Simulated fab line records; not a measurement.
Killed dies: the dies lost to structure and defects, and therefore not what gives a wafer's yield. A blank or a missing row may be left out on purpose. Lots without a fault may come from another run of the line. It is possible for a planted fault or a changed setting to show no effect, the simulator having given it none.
Matching of chambers | flow n5 finfet | N5_BEOL_M2_PECVD_72 on pecvd-01: 3 sister chambers
The step deposits SiO2 from TEOS/O2, target thk 16 nm, time 18 s. 14 wafers are shown with their chamber, then 7 later ones without.

## EACH WAFER AND ITS CHAMBER
wafer  | chamber | showerhead plenum p Torr (Torr) | heater power w (W) | throttle valve pct (%)
L074.2 | 0       | 8.71                            | 743                | 22.9
L074.3 | 2       | 8.85                            | 661                | 21.8
L074.6 | 0       | 8.69                            | 724                | 22.7
L080.3 | 0       | 8.71                            | 810                | 22.9
L080.4 | 2       | 8.84                            | 617                | 21.8
L080.5 | 1       | 8.84                            | 835                | 22.2
L082.1 | 1       | 8.86                            | 778                | 22.3
L082.2 | 2       | 8.82                            | 661                | 22.0
L082.5 | 0       | 8.71                            | 698                | 23.0
L087.1 | 2       | 8.84                            | 639                | 22.4
L087.2 | 1       | 8.85                            | 819                | 22.5
L087.3 | 0       | 8.69                            | 811                | 23.0
L088.1 | 0       | 8.72                            | 705                | 23.0
L088.4 | 2       | 8.80                            | 636                | 22.2

SIGNATURES (averages over the wafers above)
reading                  | chamber 0 | chamber 1 | chamber 2 | scatter within a chamber
showerhead plenum p Torr | 8.7050    | 8.8500    | 8.8300    | 0.0152
heater power w           | 748.50    | 810.67    | 642.80    | 38
throttle valve pct       | 22.917    | 22.333    | 22.040    | 0.188
Rule: a wafer lies at a distance from a chamber equal to the root of the sum of squares, over the readings, of (its reading less the chamber's mean, divided by the reading's scatter). The wafer belongs to the nearest chamber; if the next one is less than 2 further off, it can't be placed. How the scatter is found: for the shown wafers, subtract from each reading the mean of its chamber, square and add these, divide the total by (wafers less chambers), then take the root.

## WAFERS WHOSE CHAMBER IS MISSING
wafer  | showerhead plenum p Torr (Torr) | heater power w (W) | throttle valve pct (%)
L088.6 | 8.74                            | 702                | 23.1
L093.1 | 8.81                            | 800                | 22.3
L093.5 | 8.73                            | 842                | 23.0
L093.6 | 8.87                            | 688                | 22.4
L095.2 | 8.83                            | 850                | 22.4
L095.3 | 8.84                            | 663                | 22.2
L095.4 | 8.86                            | 661                | 22.2

## WHICH CHAMBER EACH WENT THROUGH
wafer  | from the rows above     | in truth
L088.6 | 0                       | 0
L093.1 | can't be placed: 1 or 2 | 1
L093.5 | 0                       | 0
L093.6 | can't be placed: 2 or 1 | 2
L095.2 | 1                       | 1
L095.3 | 2                       | 2
L095.4 | can't be placed: 2 or 1 | 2
Correctly placed: 4 of 7. Not placeable from these rows: 3 (in 3, the candidates include the true chamber). 0 placed wrongly.
